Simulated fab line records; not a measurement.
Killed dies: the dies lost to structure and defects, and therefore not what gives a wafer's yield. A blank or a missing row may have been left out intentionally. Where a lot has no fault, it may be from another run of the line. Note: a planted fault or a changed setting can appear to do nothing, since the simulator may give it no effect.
A struck lot beside a sound one ; flow nand-harc ; 25 steps out of a route of 1159
Sound: wafers L417.2, L417.4, L417.6. Wafers L426.1, L426.2, L426.4 were the ones struck. At the end, the cause is stated.
Order at every step that has rows: each side's tool, ch and its chambers, its first start. Under that, the readings that differ: sound wafers ; struck wafers ; difference of the means ; sigmas: that difference in standard deviations of wafers without a fault.
alike: a reading whose means differ by less than 2 such deviations, as well as words and numbers matching on both sides. not compared: withheld readings; readings where some wafer has no value; bounds like >300 that might hide an equal value; numbers whose values overlap and for which the record gives no deviation.
The two part at a step that has a row with sigmas, a row that says differs or no value, or rows on one side only. Numbers that have no deviation but don't overlap get no sigmas and don't part them. A reading missing from all wafers of one side parts the sides only when that side holds two or more wafers.

first, 1 step without rows for these wafers: NHARC_P_M1_SRD_25.
NHARC_P_M1_INSPECT_27:
  sound on defect-inspect-01 at day 7 07:05; struck on defect-inspect-01 at day 9 16:36
  alike: raw-defect-count
NHARC_P_M1_PRE_CLEAN_32: time 12 s.
  sound on pecvd-03 ch 0,1, day 7 07:09; struck on pecvd-02 ch 0,1,2, day 9 16:40
  alike: heater-power-w
NHARC_P_M1_DEP_33: deposits SiCN, target thk 30 nm.
  sound on pecvd-03 ch 0,1, day 7 07:14; struck on pecvd-02 ch 0,1,2, day 9 16:44
  alike: heater-power-w
then, 7 steps without rows for these wafers: NHARC_P_M2_DEP_00 (deposits SiOC, target thk 182.5 nm); NHARC_P_M2_DEHYDRATE_01 (time 120 s); NHARC_P_M2_HMDS_02 (time 30 s); NHARC_P_M2_COAT_34 (time 65 s); NHARC_P_M2_COAT_03 (resist thk 90 nm); NHARC_P_M2_SOFTBAKE_04 (time 55 s); NHARC_P_M2_EBR_05.
NHARC_P_M2_EXPOSE_06: exposes mask P M2, target cd 170 nm.
  sound on arfi-scanner-01 ch 0, day 7 08:19; struck on arfi-scanner-02 ch 0, day 9 17:52
reading;sound;struck;difference;sigmas
exposure-dose-mJ-cm2;80.74 80.80 80.79;77.12 77.00 76.93;-3.76;-46
  alike: mask
then, 2 steps without rows for these wafers: NHARC_P_M2_PEB_07 (peb time 65 s); NHARC_P_M2_DEVELOP_08 (develop time 35 s).
NHARC_P_M2_CD_MEAS_09: the cd target is 170 nm.
  sound on cd-sem-03 ch 0, day 7 08:27; struck on cd-sem-01 ch 0, day 9 18:00
reading;sound;struck;difference;sigmas
cd-nm (nm);170.1 169.9 170.1;179.0 172.7 180.4;+7.3;+12
NHARC_P_M2_OVL_MEAS_10: pitch 340 nm.
  sound on overlay-02 at day 7 08:32; struck on overlay-01 at day 9 18:05
reading;sound;struck;difference;sigmas
overlay-y-nm (nm);0.8 1.5 1.0;-1.4 -1.6 -1.5;-2.6;-3
  alike: overlay-x-nm
NHARC_P_M2_INSPECT_11:
  sound on defect-inspect-02 at day 7 08:34; struck on defect-inspect-02 at day 9 18:07
  alike: raw-defect-count
NHARC_P_M2_DESCUM_14: chemistry O2, time 3 s.
  sound on rie-diel-09 ch 0,1, day 7 08:42; struck on rie-diel-10 ch 1,2,3, day 9 18:11
reading;sound;struck;difference;sigmas
model.P_M2.cd-nm (nm);170 169.2 170.5;179.1 173.1 180.8;+7.8;
  alike: chamber-pressure-mTorr, drypump-motor-current-A, oes-product-au, rf-vpp-V, showerhead-plenum-p-Torr, throttle-valve-pct
  not compared: rf-hours-counter-h
NHARC_P_M2_ETCH_35: etches the open film in N2/H2, target depth 40 nm, overetch 12 nm, time 43.94 s.
  sound on rie-diel-09 ch 0,3, day 7 08:52; struck on rie-diel-10 ch 1,2,3, day 9 18:16
  alike: chamber-pressure-mTorr, drypump-motor-current-A, oes-product-au, rf-vpp-V, showerhead-plenum-p-Torr, throttle-valve-pct
  not compared: rf-hours-counter-h
NHARC_P_M2_ETCH_15: etches the open film in C4F8/Ar, target depth 182.5 nm, time 91.2 s.
  sound: rie-diel-09 ch 1,3; struck: rie-diel-10 ch 1,2,3
  alike: chamber-pressure-mTorr, oes-product-au, rf-vpp-V
  not compared: rf-hours-counter-h
NHARC_P_M2_CD_MEAS_16:
  sound on cd-sem-03 at day 7 09:07; struck on cd-sem-02 at day 9 18:29
reading;sound;struck;difference;sigmas
cd-nm (nm);169.5 169.0 170.1;178.8 173.3 180.6;+8.0;+9
NHARC_P_M2_STRIP_18: strips in N2/H2.
  sound on rie-diel-09 ch 0,3, day 7 09:13; struck on rie-diel-03 ch 1,2, day 9 18:34
  alike: chamber-pressure-mTorr, drypump-motor-current-A, oes-product-au, rf-vpp-V, showerhead-plenum-p-Torr, throttle-valve-pct
  not compared: rf-hours-counter-h
NHARC_P_M2_ETCH_28: etches the open film in CF4/N2, target depth 30 nm, time 72.99 s.
  sound: rie-diel-09 ch 0,3; struck: rie-diel-03 ch 0,1
reading;sound;struck;difference;sigmas
model.P_M2.cd-nm (nm);169.1 168.8 169.6;178.1 172.8 180.2;+7.9;
  alike: chamber-pressure-mTorr, drypump-motor-current-A, oes-product-au, rf-vpp-V, showerhead-plenum-p-Torr, throttle-valve-pct
  not compared: rf-hours-counter-h
then, 1 step without rows for these wafers: NHARC_P_M2_STRIP_19 (strips in post etch residue remover, time 600 s).
-- break in the record here, with 13 days between the starts of the struck wafers on either side (left off in module P_M2, picked up again in module END, where the first step shown is number 1159 on the route) --
NHARC_END_SORT_01:
  the record has rows for the struck wafers here (prober-01 ch 0, day 22 17:47) and none for the sound ones

== WHERE THEY PART ==
At NHARC_P_M2_EXPOSE_06 first; at NHARC_END_SORT_01 last (within this record only).

WHY: what had been put in by the simulator
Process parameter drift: arfi-scanner-02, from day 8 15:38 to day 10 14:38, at NHARC_P_M2_EXPOSE_06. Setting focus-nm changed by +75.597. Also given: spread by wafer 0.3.
